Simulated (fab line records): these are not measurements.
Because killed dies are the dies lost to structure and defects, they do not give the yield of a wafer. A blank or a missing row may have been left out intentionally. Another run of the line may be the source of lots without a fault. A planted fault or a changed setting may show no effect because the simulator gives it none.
Chamber matching | flow n5Finfet | N5_BEOL_M13_ILD_DEP_00 on pecvd-03 has 3 sister chambers
The step deposits SiOC from DEMS/O2, target thk 837.92 nm, time 166.4 s. 18 wafers are shown with their chamber, then 9 later ones without.

WAFERS, EACH WITH ITS CHAMBER
wafer  | chamber | throttleValvePct (%) | showerheadPlenumPTorr (Torr) | heaterPowerW (W)
L926.3 | 0       | 12.0                 | 5.719                        | 597
L926.4 | 0       | 11.7                 | 5.722                        | 481
L926.6 | 2       | 11.3                 | 5.678                        | 471
L925.3 | 1       | 12.6                 | 5.699                        | 533
L925.4 | 2       | 11.4                 | 5.694                        | 482
L925.5 | 1       | 12.7                 | 5.692                        | 554
L929.1 | 1       | 12.8                 | 5.697                        | 551
L929.2 | 0       | 11.6                 | 5.703                        | 551
L929.4 | 2       | 11.5                 | 5.656                        | 532
L937.3 | 1       | 12.6                 | 5.700                        | 544
L937.4 | 2       | 11.6                 | 5.646                        | 429
L937.6 | 1       | 12.4                 | 5.690                        | 568
L939.4 | 1       | 12.5                 | 5.704                        | 549
L939.5 | 0       | 11.7                 | 5.735                        | 585
L939.6 | 2       | 11.8                 | 5.676                        | 437
L944.1 | 0       | 11.8                 | 5.701                        | 576
L944.4 | 2       | 11.7                 | 5.661                        | 435
L944.6 | 0       | 11.9                 | 5.702                        | 475

SIGNATURES (averages over the wafers above)
reading               | chamber 0 | chamber 1 | chamber 2 | scatter within a chamber
throttleValvePct      | 11.783    | 12.600    | 11.550    | 0.16
showerheadPlenumPTorr | 5.71367   | 5.69700   | 5.66850   | 0.0132
heaterPowerW          | 544.17    | 549.83    | 464.33    | 38.9
Rule: distance of a wafer from a chamber = root of the sum over the readings of ((wafer's reading minus chamber's mean) / reading's scatter) squared. The wafer belongs to the nearest chamber; if the next one is less than 2 further off, it can't be placed. How the scatter is found: for the shown wafers, subtract from each reading the mean of its chamber, square and add these, divide the total by (wafers less chambers), then take the root.

WAFERS WITH NO CHAMBER GIVEN
wafer  | throttleValvePct (%) | showerheadPlenumPTorr (Torr) | heaterPowerW (W)
L940.1 | 12.5                 | 5.708                        | 544
L940.3 | 11.9                 | 5.679                        | 432
L940.5 | 12.4                 | 5.700                        | 572
L945.1 | 11.7                 | 5.666                        | 532
L945.3 | 12.6                 | 5.695                        | 511
L945.4 | 12.6                 | 5.705                        | 533
L947.1 | 11.6                 | 5.728                        | 585
L947.5 | 12.0                 | 5.713                        | 478
L947.6 | 11.6                 | 5.678                        | 488

EACH ONE'S CHAMBER
wafer  | from the rows above     | in truth
L940.1 | 1                       | 1
L940.3 | can't be placed: 2 or 0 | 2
L940.5 | 1                       | 1
L945.1 | can't be placed: 2 or 0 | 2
L945.3 | 1                       | 1
L945.4 | 1                       | 1
L947.1 | 0                       | 0
L947.5 | 0                       | 0
L947.6 | 2                       | 2
Correct placement for 7 of the 9. Unplaceable from these rows: 2, with the true chamber sitting among the candidates in 2. Number placed wrongly: 0.
